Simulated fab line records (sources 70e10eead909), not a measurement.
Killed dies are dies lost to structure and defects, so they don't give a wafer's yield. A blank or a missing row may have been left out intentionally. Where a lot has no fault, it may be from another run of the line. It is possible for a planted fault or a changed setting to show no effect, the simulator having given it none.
fab line records	flow nandHarc
[record] lots = 7	wafers = 21	lastDay = 23
route steps=1159 shown P_CONTACT@224 END@1159
lots that met no fault: taken from a fault-free run of the same line
startH: start of the lot's first displayed wafer, in hours after the record's first day	waitH: hours since the lot's step before	" identical to the entry in the row above	L1.1+2: several wafers, shown together as one row	- no value, or no start given	* or withheld: withheld	< > ~ a bound
route shown NAME@n: names a module that has steps shown in the file, with the first one's number in the route	usual: mean and standard deviation over wafers with no fault	same: alike in all rows	chamber/n: place in a boat	sites: each site's reading	_std_site: the values' standard deviation	_edge_site: mean of outer sites minus mean of inner sites	radiusMm: how far each site lies from the wafer's centre	mask NAME#n: copy n	behind: the tool/chamber that last shaped the wafer	hold: cause of the lot's hold/its duration in hours/its outcome	device: the n, p or np transistor that did not switch	end of line: tests of these same wafers at the route's end	step lacking rows: just its recipe	killed: count of dies lost to structure and defects at first sort (not the wafer's yield)	map: dies across one wafer; x = killed, . = not, _ = none there
set.NAME: the run value of the setting; set.NAME@STEP: its run value at that earlier step	model.NAME: the simulator's own value behind a step, which no gauge read
a table for each step, a row for each wafer; lots at some steps of the route
services: a tool's chamber out of use, with start hour (startH, from the record's first day; less than 0 if before it), hours out, and reason
[[steps]]
[step NHARC_P_CONTACT_COAT_33]
[recipe] tempC = 260	timeS = 75
[step NHARC_P_CONTACT_COAT_34]
[recipe] tempC = 225	timeS = 65
[step NHARC_P_CONTACT_COAT_06]
[recipe] spinRpm = 1500	resistThkNm = 90
[step NHARC_P_CONTACT_SOFTBAKE_07]
[recipe] tempC = 105	timeS = 55
[step NHARC_P_CONTACT_EBR_08]
[step NHARC_P_CONTACT_EXPOSE_09]
[recipe] na = 1.35	targetCdNm = 90	doseMj = 81.26	maskId = P_CA
[step NHARC_P_CONTACT_PEB_10]
[recipe] pebTempC = 100	pebTimeS = 65
[step NHARC_P_CONTACT_DEVELOP_11]
[recipe] developTimeS = 35	devTempC = 23
[step NHARC_P_CONTACT_CD_MEAS_12]
[recipe] targetCdNm = 90	landingEnergyEv = 500
[usual] cdNm = 90.2/0.49
lot.wafer	tool	chamber	startH	waitH	cdNm
L912.2	cdSem-02	0	125.44	-	90.6
L912.3	"	0	"	"	91.2
L912.4	"	0	"	"	90.9
L915.1	cdSem-03	0	152.85	-	89.7
L915.3	"	0	"	"	89.6
L915.4	"	0	"	"	90.0
L920.1	cdSem-02	0	187.18	-	89.7
L920.3	"	0	"	"	90.6
L920.5	"	0	"	"	89.6
L921.1	cdSem-01	0	187.69	-	90.0
L921.3	"	0	"	"	90.6
L921.4	"	0	"	"	90.8
L922.2	cdSem-01	0	192.33	-	90.2
L922.3	"	0	"	"	89.8
L922.5	"	0	"	"	90.4
L923.1	cdSem-03	0	195.35	-	90.2
L923.2	"	0	"	"	90.8
L923.6	"	0	"	"	90.3
L930.2	cdSem-02	0	231.20	-	90.2
L930.3	"	0	"	"	89.5
L930.4	"	0	"	"	89.3
[step NHARC_P_CONTACT_OVL_MEAS_13]
[usual] overlayXNm = 0.2/0.97	overlayYNm = -0.1/0.82
lot.wafer	tool	chamber	startH	waitH	overlayXNm	overlayYNm
L912.2	overlay-02	-	125.52	-	0.7	0.3
L912.3	"	-	"	"	-0.5	1.3
L912.4	"	-	"	"	0.4	0.4
L915.1	overlay-01	-	152.95	-	0.7	-0.6
L915.3	"	-	"	"	0.0	-0.3
L915.4	"	-	"	"	-0.1	0.0
L920.1	overlay-01	-	187.26	-	2.5	1.9
L920.3	"	-	"	"	2.2	2.1
L920.5	"	-	"	"	2.1	1.9
L921.1	overlay-02	-	187.79	-	0.7	-1.2
L921.3	"	-	"	"	0.5	-1.0
L921.4	"	-	"	"	0.1	-0.8
L922.2	overlay-01	-	192.42	-	-2.3	-0.3
L922.3	"	-	"	"	-2.1	-0.4
L922.5	"	-	"	"	-2.4	0.1
L923.1	overlay-02	-	195.44	-	-0.3	0.5
L923.2	"	-	"	"	-0.9	0.8
L923.6	"	-	"	"	-0.4	0.7
L930.2	overlay-01	-	231.28	-	1.3	-0.1
L930.3	"	-	"	"	0.8	0.0
L930.4	"	-	"	"	0.9	0.0
[step NHARC_P_CONTACT_INSPECT_14]
[usual] rawDefectCount = 3.1/1.9
lot.wafer	tool	chamber	startH	waitH	rawDefectCount
L912.2	defectInspect-01	-	125.56	0.0	2
L912.3	"	-	"	"	4
L912.4	"	-	"	"	4
L915.1	defectInspect-01	-	152.99	0.0	2
L915.3	"	-	"	"	3
L915.4	"	-	"	"	5
L920.1	defectInspect-01	-	187.30	0.0	0
L920.3	"	-	"	"	3
L920.5	"	-	"	"	2
L921.1	defectInspect-01	-	187.82	0.0	2
L921.3	"	-	"	"	3
L921.4	"	-	"	"	5
L922.2	defectInspect-02	-	192.45	0.0	3
L922.3	"	-	"	"	1
L922.5	"	-	"	"	3
L923.1	defectInspect-01	-	195.47	0.0	1
L923.2	"	-	"	"	2
L923.6	"	-	"	"	6
L930.2	defectInspect-01	-	231.32	0.0	4
L930.3	"	-	"	"	1
L930.4	"	-	"	"	3
[step NHARC_P_CONTACT_DESCUM_17]
[recipe] timeS = 3	o2FlowSccm = 200	arFlowSccm = 0	biasPowerW = 0	chemistry = O2
[usual] drypumpMotorCurrentA = 5.4/0.52	oesProductAu = 1.000/0.0069	rfVppV = 57.6/0.98	showerheadPlenumPTorr = 1.88/0.088	throttleValvePct = 11.311/0.0089
[same] biasPowerW = 0
lot.wafer	tool	chamber	startH	waitH	drypumpMotorCurrentA	oesProductAu	rfHoursCounterH	rfVppV	showerheadPlenumPTorr	throttleValvePct
L912.4	rieDiel-12	2	125.62	0.1	5.6	0.995	9	57.2	1.95	11.301
L912.3	"	3	"	"	6.4	0.991	11	57.0	1.79	11.311
L912.2	"	0	"	"	5.4	0.995	6	56.0	1.92	11.317
L915.4	rieDiel-03	2	153.05	0.1	5.8	0.997	10	57.0	1.78	11.309
L915.1	"	3	"	"	5.6	0.995	10	58.3	1.79	11.304
L915.3	"	1	"	"	4.6	0.998	10	57.0	1.93	11.304
L920.3	rieDiel-12	2	187.37	0.1	5.6	0.993	17	58.0	1.95	11.308
L920.1	"	0	"	"	5.3	1.002	13	57.9	1.92	11.311
L920.5	"	2	"	"	5.5	0.998	-	56.1	1.95	11.329
L921.4	rieDiel-03	2	187.89	0.1	5.8	1.004	13	56.2	1.78	11.328
L921.1	"	3	"	"	5.6	1.003	14	57.2	1.78	11.319
L921.3	"	0	"	"	4.9	0.999	15	57.5	1.98	11.294
L922.2	rieDiel-03	0	192.51	0.1	4.8	1.008	15	59.0	1.98	11.315
L922.3	"	3	"	"	5.6	1.007	14	56.7	1.78	11.301
L922.5	"	0	"	"	4.8	0.999	-	56.5	1.98	11.296
L923.2	rieDiel-03	0	195.53	0.1	4.8	0.989	16	57.4	1.98	11.300
L923.1	"	2	"	"	5.8	0.993	14	57.1	1.78	11.321
L923.6	"	1	"	"	4.6	0.993	-	58.3	1.92	11.309
L930.3	rieDiel-12	2	231.38	0.1	5.6	0.997	3	59.4	1.95	11.323
L930.4	"	0	"	"	5.3	1.006	3	58.3	1.92	11.318
L930.2	"	1	"	"	5.4	1.003	3	58.7	2.00	11.284
[step NHARC_P_CONTACT_ETCH_35]
[recipe] targetDepthA = 390	overEtchFrac = 0.3	timeS = 65	ionEnergyEv = 80	cf4FlowSccm = 150	arFlowSccm = 0	rfW = 300	biasW = 100	chemistry = CF4
[usual] drypumpMotorCurrentA = 5.4/0.51	oesProductAu = 1.000/0.0067	rfVppV = 150.9/1.2	runLengthS = 86.1/0.48	showerheadPlenumPTorr = 1.74/0.076	throttleValvePct = 13.283/0.0084
lot.wafer	tool	chamber	startH	waitH	drypumpMotorCurrentA	oesProductAu	rfHoursCounterH	rfVppV	runLengthS	showerheadPlenumPTorr	throttleValvePct
L912.3	rieDiel-12	2	125.71	0.1	5.6	0.997	9	151.5	85.6	1.80	13.288
L912.2	"	3	"	"	6.4	0.994	11	149.5	86.6	1.66	13.267
L912.4	"	0	"	"	5.4	1.005	6	152.1	86.4	1.78	13.260
L915.3	rieDiel-03	0	153.14	0.1	4.8	0.995	11	150.8	85.8	1.83	13.282
L915.4	"	1	"	"	4.6	1.000	10	151.6	85.3	1.78	13.288
L915.1	"	2	"	"	5.8	0.999	10	148.4	85.9	1.66	13.276
L920.1	rieDiel-12	1	187.46	0.1	5.4	0.991	18	152.0	86.9	1.85	13.284
L920.3	"	2	"	"	5.6	0.996	17	152.0	86.0	1.80	13.277
L920.5	"	3	"	"	6.5	1.001	-	149.8	87.2	1.66	13.297
L921.1	rieDiel-03	1	187.97	0.1	4.6	0.984	14	150.9	86.0	1.78	13.285
L921.4	"	3	"	"	5.5	1.013	14	150.2	86.6	1.66	13.283
L921.3	"	0	"	"	4.8	0.990	15	149.8	71.4	1.82	13.273
L922.3	rieDiel-03	0	192.61	0.1	4.9	0.993	15	152.4	71.2	1.82	13.274
L922.2	"	1	"	"	4.6	1.008	14	152.3	85.3	1.78	13.292
L922.5	"	3	"	"	5.5	0.998	-	149.1	87.1	1.66	13.281
L923.2	rieDiel-03	3	195.62	0.1	5.5	1.008	15	151.3	86.3	1.66	13.283
L923.1	"	1	"	"	4.6	1.010	15	151.8	85.2	1.78	13.285
L923.6	"	0	"	"	4.9	1.001	-	151.0	71.6	1.83	13.283
L930.4	rieDiel-12	0	231.47	0.1	5.4	0.995	3	152.3	86.0	1.77	13.282
L930.2	"	1	"	"	5.4	0.993	3	152.6	86.4	1.85	13.281
L930.3	"	2	"	"	5.6	1.002	3	151.0	86.1	1.80	13.291
[step NHARC_P_CONTACT_ETCH_36]
[recipe] targetDepthA = 2600	overEtchFrac = 0.25	timeS = 406.25	ionEnergyEv = 200	n2FlowSccm = 150	h2FlowSccm = 150	arFlowSccm = 0	rfW = 400	biasW = 150	chemistry = N2/H2
[usual] drypumpMotorCurrentA = 5.4/0.53	h2FlowSccm = 150.0/0.44	oesProductAu = 1.002/0.0061	rfVppV = 429.8/2.8	runLengthS = 427.2/0.48	showerheadPlenumPTorr = 2.01/0.095	throttleValvePct = 14.170/0.0089
lot.wafer	tool	chamber	startH	waitH	drypumpMotorCurrentA	h2FlowSccm	oesProductAu	rfHoursCounterH	rfVppV	runLengthS	showerheadPlenumPTorr	throttleValvePct
L912.3	rieDiel-12	1	-	-	5.4	150.1	1.000	10	433.2	427.9	2.14	14.177
L912.4	"	3	"	"	6.4	151.1	1.008	11	426.1	428.1	1.91	14.190
L912.2	"	0	"	"	5.4	150.0	0.997	6	429.4	427.4	2.05	14.157
L915.3	rieDiel-03	3	-	-	5.6	150.2	0.995	10	426.2	427.8	1.90	14.176
L915.1	"	0	"	"	4.9	149.6	0.999	11	431.5	427.3	2.11	14.168
L915.4	"	1	"	"	4.7	150.7	0.992	10	431.7	426.9	2.05	14.160
L920.1	rieDiel-12	2	-	-	5.6	150.1	0.998	17	432.1	426.9	2.08	14.158
L920.3	"	3	"	"	6.4	149.4	1.006	18	425.7	427.8	1.90	14.173
L920.5	"	2	"	"	5.6	150.5	0.994	-	431.6	427.1	2.08	14.164
L921.3	rieDiel-03	2	-	-	5.8	150.0	1.011	13	426.3	426.9	1.89	14.171
L921.4	"	3	"	"	5.6	149.4	1.018	14	426.1	427.8	1.90	14.179
L921.1	"	0	"	"	4.9	149.5	1.006	15	432.1	427.3	2.11	14.161
L922.3	rieDiel-03	1	-	-	4.6	149.8	1.011	14	429.9	426.4	2.05	14.170
L922.2	"	2	"	"	5.8	149.9	1.008	14	425.6	427.1	1.89	14.164
L922.5	"	3	"	"	5.6	150.4	0.990	-	427.0	427.5	1.90	14.163
L923.1	rieDiel-03	1	-	-	4.6	149.6	1.012	15	431.3	426.8	2.05	14.184
L923.2	"	2	"	"	5.8	150.2	1.005	14	425.9	426.9	1.89	14.180
L923.6	"	0	"	"	4.8	150.0	0.999	-	432.6	427.0	2.11	14.179
L930.4	rieDiel-12	2	-	-	5.6	150.1	1.000	3	432.6	427.5	2.08	14.169
L930.2	"	3	"	"	6.4	150.1	0.995	4	425.9	428.1	1.90	14.172
L930.3	"	1	"	"	5.4	149.7	1.005	3	432.2	427.4	2.14	14.163
[step NHARC_END_SORT_01]
[recipe] tempC = 25
[usual] killedAtArray = 31/12	killedAtOther = 0.6/0.85	killedAtPeriphery = 3.0/2.3	killedDies = 35/12	killedOpen = 3.2/1.9	killedShort = 1.8/1.4
[same] grossDies = 677
lot.wafer	tool	chamber	startH	waitH	killedAtArray	killedAtOther	killedAtPeriphery	killedDies	killedOpen	killedShort
L915.1	prober-02	0	472.54	2.6	21	2	4	27	6	2
L915.3	prober-02	0	474.13	3.1	21	1	7	29	10	2
L915.4	prober-02	0	474.93	3.4	13	1	7	21	1	1
L920.1	prober-02	0	516.43	2.5	44	0	1	45	8	3
L920.3	prober-02	0	518.03	3.1	37	0	2	39	2	0
L920.5	prober-02	0	519.63	3.7	44	1	1	46	2	4
L923.1	prober-01	0	541.63	2.5	31	0	1	32	4	1
L923.2	prober-01	0	542.43	2.8	40	1	3	44	1	5
L923.6	prober-01	0	545.63	4.0	30	0	5	35	4	2
L922.2	prober-02	0	542.31	2.8	33	0	2	35	3	0
L922.3	prober-02	0	543.11	3.1	35	1	0	36	3	2
L922.5	prober-02	0	544.70	3.7	30	0	1	31	0	0
// killed by level:class
L915.1 A_CHANNEL_HOLE_D1:chamberFilmFlake=5 A_CONTACT:chamberFilmFlake=4 A_ONON_D1:geometricParticle:open=3 A_STAIRCASE:chamberFilmFlake=3 A_SLIT:chamberFilmFlake=3 A_M0:geometricParticle:open=2 THIN_TSV:chamberFilmFlake=2 P_STI:geometricParticle:short=1
L915.3 A_CONTACT:chamberFilmFlake=5 A_ONON_D1:geometricParticle:open=3 A_CONTACT:geometricParticle:open=3 A_SLIT:chamberFilmFlake=3 P_STI:geometricParticle:open=2 P_M2:chamberFilmFlake=2 A_STAIRCASE:chamberFilmFlake=2 P_GATE:geometricParticle:open=1
L915.4 P_M2:chamberFilmFlake=4 A_CHANNEL_HOLE_D1:chamberFilmFlake=4 P_GATE:chamberFilmFlake=3 A_CONTACT:chamberFilmFlake=3 A_STAIRCASE:chamberFilmFlake=2 A_SLIT:chamberFilmFlake=2 A_CHANNEL_FILL_D1:geometricParticle:open=1 A_CHANNEL_FILL_D1:geometricParticle:short=1
L920.1 A_CHANNEL_HOLE_D1:chamberFilmFlake=16 A_SLIT:chamberFilmFlake=15 A_CHANNEL_FILL_D1:geometricParticle:open=2 A_CONTACT:geometricParticle:open=2 A_CONTACT:chamberFilmFlake=2 P_STI:geometricParticle:open=1 A_CHANNEL_HOLE_D1:geometricParticle:open=1 A_WL_FILL:geometricParticle:short=1
L920.3 A_CHANNEL_HOLE_D1:chamberFilmFlake=13 A_SLIT:chamberFilmFlake=12 A_CONTACT:chamberFilmFlake=4 A_STAIRCASE:chamberFilmFlake=3 A_SGD_CUT:chamberFilmFlake=3 P_M1:geometricParticle:open=1 A_WL_FILL:geometricParticle:open=1 P_GATE:chamberFilmFlake=1
L920.5 A_CHANNEL_HOLE_D1:chamberFilmFlake=15 A_SLIT:chamberFilmFlake=14 A_CONTACT:chamberFilmFlake=4 A_SGD_CUT:chamberFilmFlake=3 A_CHANNEL_FILL_D1:geometricParticle:short=2 A_ONON_D1:geometricParticle:open=1 A_CONTACT:geometricParticle:open=1 A_CONTACT:geometricParticle:short=1
L923.1 A_CHANNEL_HOLE_D1:chamberFilmFlake=16 A_STAIRCASE:chamberFilmFlake=5 A_CONTACT:chamberFilmFlake=3 A_CHANNEL_FILL_D1:geometricParticle:open=2 P_CONTACT:geometricParticle:open=1 A_SGD_CUT:geometricParticle:short=1 A_CONTACT:geometricParticle:open=1 A_ZERO_WELL:chamberFilmFlake=1
L922.2 A_SLIT:chamberFilmFlake=19 A_CONTACT:chamberFilmFlake=5 A_STAIRCASE:chamberFilmFlake=4 A_CHANNEL_HOLE_D1:chamberFilmFlake=2 P_M0:geometricParticle:open=1 P_M2:geometricParticle:open=1 A_ONON_D1:geometricParticle:open=1 A_ZERO_WELL:chamberFilmFlake=1
L923.2 A_CHANNEL_HOLE_D1:chamberFilmFlake=29 A_STAIRCASE:chamberFilmFlake=5 P_CONTACT:geometricParticle:short=2 A_CONTACT:chamberFilmFlake=2 A_CHANNEL_FILL_D1:geometricParticle:short=1 A_SGD_CUT:geometricParticle:short=1 A_CONTACT:geometricParticle:open=1 P_GATE:chamberFilmFlake=1
L922.3 A_SLIT:chamberFilmFlake=16 A_STAIRCASE:chamberFilmFlake=7 A_CHANNEL_HOLE_D1:chamberFilmFlake=5 A_M0:geometricParticle:open=2 A_CONTACT:chamberFilmFlake=2 A_CHANNEL_FILL_D1:geometricParticle:short=1 A_WL_FILL:geometricParticle:open=1 A_M0:geometricParticle:short=1
L922.5 A_SLIT:chamberFilmFlake=17 A_CHANNEL_HOLE_D1:chamberFilmFlake=4 A_STAIRCASE:chamberFilmFlake=4 A_CHANNEL_FILL_D1:chamberFilmFlake=3 A_CONTACT:chamberFilmFlake=2 P_STI:chamberFilmFlake=1
L923.6 A_CHANNEL_HOLE_D1:chamberFilmFlake=18 A_CONTACT:chamberFilmFlake=4 A_CONTACT:geometricParticle:open=2 P_STI:chamberFilmFlake=2 A_WL_FILL:chamberFilmFlake=2 P_CONTACT:geometricParticle:short=1 P_M2:geometricParticle:open=1 A_CHANNEL_FILL_D1:geometricParticle:open=1
[[services]]
tool	chamber	startH	hours	kind
rieDiel-03	0	120.83	-	clean
rieDiel-03	1	120.83	-	clean
rieDiel-03	2	120.83	-	clean
rieDiel-03	3	120.83	-	clean
rieDiel-03	0	145.39	-	clean
rieDiel-03	1	145.39	-	clean
rieDiel-03	2	145.39	-	clean
rieDiel-03	3	145.39	-	clean
rieDiel-03	0	169.89	-	clean
rieDiel-03	1	169.89	-	clean
rieDiel-03	2	169.89	-	clean
rieDiel-03	3	169.89	-	clean
rieDiel-03	0	194.39	-	clean
rieDiel-03	1	194.39	-	clean
rieDiel-03	2	194.39	-	clean
rieDiel-03	3	194.39	-	clean
rieDiel-12	-	202.40	9.0	pm
rieDiel-03	-	215.33	9.0	pm
rieDiel-03	0	215.33	9.0	ventCycle
rieDiel-03	1	215.33	9.0	ventCycle
rieDiel-03	2	215.33	9.0	ventCycle
rieDiel-03	3	215.33	9.0	ventCycle
rieDiel-03	0	224.33	-	clean
rieDiel-03	1	224.33	-	clean
[[key]]
[firstSign] step = NHARC_P_CONTACT_ETCH_35	reading = runLengthS	direction = down	sigmas = 31	usual = *	struck = *
effect none on later readings
metAt NHARC_P_CONTACT_ETCH_35
struckWafers L921.3,L922.3,L923.6
testerLeftOut L921,L922,L923
onsetBetween 153.14 187.97
[fault] kind = processParameterDrift	tool = rieDiel-03	chamber = 0	onsetH = 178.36	steps = NHARC_P_CONTACT_ETCH_35	channel = timeS	offset = *	shape = step	endH = 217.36	actsIn = *	stated = *
// testerLeftOut: of these lots the tester's yield and bins aren't shown, on N5 and GAA mostly nor the transistor test; their killed dies are dies lost to structure and defects alone, not to doping, threshold or leakage, so they don't give the yield
